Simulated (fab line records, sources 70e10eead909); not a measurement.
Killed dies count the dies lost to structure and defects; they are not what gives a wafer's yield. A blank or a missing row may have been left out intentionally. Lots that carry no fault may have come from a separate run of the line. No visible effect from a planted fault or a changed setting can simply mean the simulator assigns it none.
A struck lot beside a sound one | flow nand harc | 15 steps out of a route of 1302
Sound: wafers L889.2, L889.3, L889.6. Struck: wafer L908.3 (L908.4, L908.6, from the same lot, were not struck and are left out); the cause is given at the end.
Each step with rows lists, per side, the tool, then ch with its chambers, then its first start. Under that, the readings that differ: sound wafers | struck wafers | difference of the means | sigmas: that difference in standard deviations of wafers without a fault.
alike: readings with means less than 2 such deviations apart, plus words and numbers identical on both sides. not compared: withheld readings, readings lacking a value on some wafer, bounds such as >300 that could conceal the same value, and numbers that have no deviation in the record and whose values overlap.
Wherever a step has rows on one side only, a row that says differs or no value, or a row with sigmas, the two part there. Numbers that have no deviation but don't overlap get no sigmas and don't part them. Lack of a reading on every wafer of one side parts them only where that side has two or more wafers.

NHARC_P_M2_CD_MEAS_09: the cd target is 170 nm.
  sound on cd sem-02 ch 0, day 7 18:23; struck on cd sem-02 ch 0, day 15 17:12
  alike: cd nm
NHARC_P_M2_OVL_MEAS_10: pitch 340 nm.
  sound on overlay-01 at day 7 18:28; struck on overlay-01 at day 15 17:17
  alike: overlay x nm, overlay y nm
NHARC_P_M2_INSPECT_11:
  sound on defect inspect-02 at day 7 18:30; struck on defect inspect-02 at day 15 17:19
  alike: raw defect count
then, 1 step without rows for these wafers: NHARC_P_M2_DESCUM_14 (chemistry O2, time 3 s).
NHARC_P_M2_ETCH_35: etches the open film in N2/H2, target depth 40 nm, overetch 12 nm, time 43.94 s.
  sound on rie diel-03 ch 0,2,3, day 7 18:39; struck on rie diel-11 ch 3, day 15 17:28
  reading                         | sound                | struck | difference | sigmas
  rf vpp V (V)                    | 434.5 431.1 431.4    | 427.3  | -5.0       | -2
  showerhead plenum p Torr (Torr) | 2.15 2.07 2.07       | 1.92   | -0.18      | -2
  throttle valve pct (%)          | 14.187 14.178 14.180 | 14.156 | -0.026     | -3
  alike: drypump motor current A, oes product au
  not compared: rf hours counter h
NHARC_P_M2_ETCH_15: etches the open film in C4F8/Ar, target depth 182.5 nm, time 91.2 s.
  sound on rie diel-03 ch 0,2; struck on rie diel-11 ch 1
  reading               | sound             | struck | difference | sigmas
  oes product au (a.u.) | 0.927 0.917 0.918 | 0.994  | +0.073     | +3
  alike: rf vpp V
  not compared: rf hours counter h
NHARC_P_M2_CD_MEAS_16:
  sound on cd sem-03 at day 7 18:52; struck on cd sem-02 at day 15 17:41
  alike: cd nm
NHARC_P_M2_STRIP_18: strips in N2/H2.
  sound on rie diel-03 ch 0,2, day 7 18:58; struck on rie diel-11 ch 0, day 15 17:48
  alike: drypump motor current A, oes product au, rf vpp V, showerhead plenum p Torr, throttle valve pct
  not compared: rf hours counter h
then, 3 steps without rows for these wafers: NHARC_P_M2_ETCH_28 (etches the open film in CF4/N2, target depth 30 nm, time 72.99 s); NHARC_P_M2_STRIP_19 (strips in post etch residue remover, time 600 s); NHARC_P_M2_DEGAS_29 (time 60 s).
NHARC_P_M2_PRE_CLEAN_30: time 30 s.
  sound on pvd sputter-02; struck on pvd sputter-02
  alike: heater power w
NHARC_P_M2_PVD_20: deposits TaN, target thk 5 nm, time 8.06 s.
  sound on pvd sputter-02 at day 7 19:42; struck on pvd sputter-02 at day 15 18:32
  reading    | sound          | struck | difference | sigmas
  time s (s) | 8.06 8.06 8.06 | 11.104 | +3.044     |
  alike: throttle valve pct
NHARC_P_M2_PVD_21: deposits Cu, target thk 30 nm, time 20.49 s.
  sound on pvd sputter-02; struck on pvd sputter-02
  reading                | sound          | struck | difference | sigmas
  throttle valve pct (%) | 28.2 29.0 32.0 | 32.0   | +2.3       | +2
  not compared: time s
NHARC_END_SORT_01:
  the record has rows for the sound wafers here (prober-02 ch 0, day 25 15:02) and none for the struck ones

== WHERE THEY PART ==
At NHARC_P_M2_ETCH_35 first; at NHARC_END_SORT_01 last (within this record only).

WHY: what had been put in by the simulator
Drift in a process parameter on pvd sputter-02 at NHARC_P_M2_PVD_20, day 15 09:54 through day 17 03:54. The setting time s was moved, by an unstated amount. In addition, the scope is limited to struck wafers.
